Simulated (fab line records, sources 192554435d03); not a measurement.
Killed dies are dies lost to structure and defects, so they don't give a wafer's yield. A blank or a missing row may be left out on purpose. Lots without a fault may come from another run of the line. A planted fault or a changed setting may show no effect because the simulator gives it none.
Which tool did it? | flow n5_finfet | 8 lots, 24 wafers sampled, at 5 steps of a route of 1938

WHAT THE GAUGES READ, wafer by wafer
N5_SD_ACTIVATION_RS_MEAS_03: measures by four-point-probe.
lot  | measured    | on            | RS_SD_N (ohm/sq)
L216 | day 4 05:26 | film_metro-02 | 22.1 21.9 22.1
L224 | day 6 08:10 | film_metro-02 | 23.5 24.0 23.8
L226 | day 6 23:47 | film_metro-01 | 23.6 22.8 23.3
L227 | day 7 01:25 | film_metro-01 | 22.1 22.1 22.4
L229 | day 7 11:09 | film_metro-01 | 23.4 23.7 23.4
L232 | day 8 04:45 | film_metro-02 | 22.4 21.9 22.1
L234 | day 8 19:24 | film_metro-02 | 21.7 21.8 21.7
L236 | day 9 14:49 | film_metro-01 | 21.7 21.8 21.8

WHICH TOOL RAN EACH LOT (tool, then ch and the chambers of the sampled wafers, then the start)
lot  | N5_SD_EPI_P_DESCUM_14             | N5_SD_EPI_P_ETCH_37               | N5_SD_EPI_P_SD_RECESS_17        | N5_SD_ACTIVATION_LSA_01
L216 | rie_diel-05 ch 0,2, day 4 01:04   | rie_diel-05 ch 0,2, day 4 01:09   | rie_si-03 ch 1,2, day 4 01:45   | laser_anneal-02 ch 0, day 4 05:14
L224 | rie_diel-06 ch 0,1,3, day 6 03:59 | rie_diel-06 ch 0,1,3, day 6 04:05 | rie_si-04 ch 1,2,3, day 6 04:41 | laser_anneal-02 ch 0, day 6 07:58
L226 | rie_diel-06 ch 0,1,3, day 6 19:38 | rie_diel-06 ch 0,1,3, day 6 19:43 | rie_si-04 ch 0,1,2, day 6 20:19 | laser_anneal-02 ch 0, day 6 23:35
L227 | rie_diel-06 ch 0,1,3, day 6 21:11 | rie_diel-06 ch 0,1,3, day 6 21:17 | rie_si-05 ch 0,1,3, day 6 21:53 | laser_anneal-01 ch 0, day 7 01:14
L229 | rie_diel-05 ch 0,3, day 7 06:59   | rie_diel-05 ch 0,3, day 7 07:04   | rie_si-04 ch 0,1,2, day 7 07:40 | laser_anneal-02 ch 0, day 7 10:57
L232 | rie_diel-05 ch 0,1, day 7 23:44   | rie_diel-05 ch 0,1, day 7 23:49   | rie_si-05 ch 1,2, day 8 00:25   | laser_anneal-01 ch 0, day 8 04:34
L234 | rie_diel-05 ch 0,1,2, day 8 14:17 | rie_diel-05 ch 0,1,2, day 8 14:22 | rie_si-05 ch 1,2, day 8 14:58   | laser_anneal-01 ch 0, day 8 19:12
L236 | rie_diel-05 ch 0,1,2, day 9 09:34 | rie_diel-05 ch 0,1,2, day 9 09:40 | rie_si-05 ch 0,2, day 9 10:15   | laser_anneal-02 ch 0, day 9 14:36
- N5_SD_EPI_P_DESCUM_14: chemistry O2, time 7.9 s.
- N5_SD_EPI_P_ETCH_37: etches SOC in N2/H2, overetch 108 nm, time 486 s.
- N5_SD_EPI_P_SD_RECESS_17: chemistry HBr/Cl2/O2, target depth 39.1 nm, bt time 3 s.
- N5_SD_ACTIVATION_LSA_01: time 0.0008 s.

THE ANSWER, worked out from the rows above alone
Rule: what is usual is taken from the lots themselves. Put in order of their means at a reading, lots are off if they are a third of the lots or fewer, leave a main group of 4 or more, and stand apart from it by a gap of 3 or more times the standard deviation of the main group's means; of several such gaps the widest counts. A main group whose means are all the same, to the digits that the tables above print for the reading, isn't used. A lot without any number at a reading at which 4 lots or more have one is off too. The other lots that the step has rows for count as sound.
No lot is off at any reading shown: from this, nothing can be told.

WHAT THE SIMULATOR HAD PUT IN
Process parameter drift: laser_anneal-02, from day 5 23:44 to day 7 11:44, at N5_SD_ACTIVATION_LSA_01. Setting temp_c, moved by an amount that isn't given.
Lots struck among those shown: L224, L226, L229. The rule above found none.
